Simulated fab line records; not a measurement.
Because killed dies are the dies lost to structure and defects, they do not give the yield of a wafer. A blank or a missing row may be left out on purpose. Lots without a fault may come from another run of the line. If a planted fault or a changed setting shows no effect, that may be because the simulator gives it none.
Split-lot trial | flow n5_finfet | 7 lots, 21 wafers read, on a route of 1938 steps

## ABOUT THE SPLIT
At N5_MOL_CONTACT_COAG_ETCH_105 (etches SiARC in CF4, target depth 15.6 nm, time 26 s), the setting bias_w was moved away from the recipe's 36 W on 8 of the 21 wafers read, by -15.2% to +17.2%. All remaining wafers had this setting at the recipe value.

The reading comes from the split's own step.

## THE READING
rf_vpp_V, in V, at N5_MOL_CONTACT_COAG_ETCH_105 (etches SiARC in CF4, target depth 15.6 nm, time 26 s). A value of 184.5 V with a standard deviation of 1 V is what fault-free wafers of this fab line usually give.

wafer  | tool, chamber at the split | bias_w as run, W | against the recipe | rf_vpp_V, V | against lot-mates on the recipe
L078.1 | rie_diel-05, 1             | 30.52            | -15.2%             | 165.6       | -17.3
L078.4 | rie_diel-05, 2             | 36               | recipe             | 183.0       | -
L078.6 | rie_diel-05, 2             | 36               | recipe             | 182.9       | -
L079.2 | rie_diel-02, 1             | 31.87            | -11.5%             | 169.3       | -14.6
L079.3 | rie_diel-02, 2             | 36               | recipe             | 183.9       | -
L079.5 | rie_diel-02, 1             | 31.87            | -11.5%             | 170.4       | -13.5
L082.4 | rie_diel-02, 0             | 36               | recipe             | 184.7       | -
L082.5 | rie_diel-02, 1             | 36               | recipe             | 182.4       | -
L082.6 | rie_diel-02, 2             | 42.2             | +17.2%             | 205.0       | +21.4
L083.2 | rie_diel-02, 1             | 36               | recipe             | 183.1       | -
L083.4 | rie_diel-02, 0             | 36               | recipe             | 185.0       | -
L083.6 | rie_diel-02, 0             | 36               | recipe             | 185.3       | -
L086.3 | rie_diel-02, 0             | 36               | recipe             | 184.9       | -
L086.5 | rie_diel-02, 3             | 36               | recipe             | 186.5       | -
L086.6 | rie_diel-02, 2             | 36               | recipe             | 184.6       | -
L093.1 | rie_diel-02, 0             | 31.74            | -11.8%             | 172.0       | -13.0
L093.5 | rie_diel-02, 3             | 36               | recipe             | 185.0       | -
L093.6 | rie_diel-02, 0             | 31.74            | -11.8%             | 170.3       | -14.7
L097.1 | rie_diel-02, 3             | 32.52            | -9.7%              | 172.7       | -11.1
L097.5 | rie_diel-02, 2             | 36               | recipe             | 183.8       | -
L097.6 | rie_diel-02, 3             | 32.52            | -9.7%              | 173.7       | -10.1

FIT RESULTS
A straight line over all 21 wafers: rf_vpp_V changes by +1.19 V for each +1% of bias_w; r = +0.99; the points scatter about the line by 1.1 V.
The same after taking each lot's own level away (the mean of its wafers on the recipe; 21 wafers): +1.19 V for each +1%; r = +1.00; scatter 0.83 V.
According to that fit, moving bias_w by its largest amount changes the reading by 21 V.
From 182.95 to 185.33 V: that is the span of the lots' own levels, equal to 2.4 times the standard deviation above.
Consequently the slope shifts little with the lot-to-lot level, the two slopes agreeing.
Check: +20.1 V against its lot-mates is what the line predicts for one of the wafers moved furthest among these (+17.2%) when that wafer is left out of the fit. It came out at +21.4 V against them.
Tool readings at the split's step, against how far the setting was moved: rf_vpp_V r = +0.99.

## OTHER SPLITS APPLIED TO THESE WAFERS
Before the reading, these wafers also passed through other splits. Each is held against what the fit with the lots' levels taken away leaves over:
other split on the same wafers | wafers away from the commonest value | r with rf_vpp_V (lot level and that fit taken away)
N5_SDB_COAT_03 spin_rpm        | 8                                    | +0.19
N5_GATE_CUT_ETCH_58 bias_w     | 10                                   | -0.09

## FILE'S OWN FIT
rf_vpp_V changes by +1.19 V for each +1% of bias_w, r = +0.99.
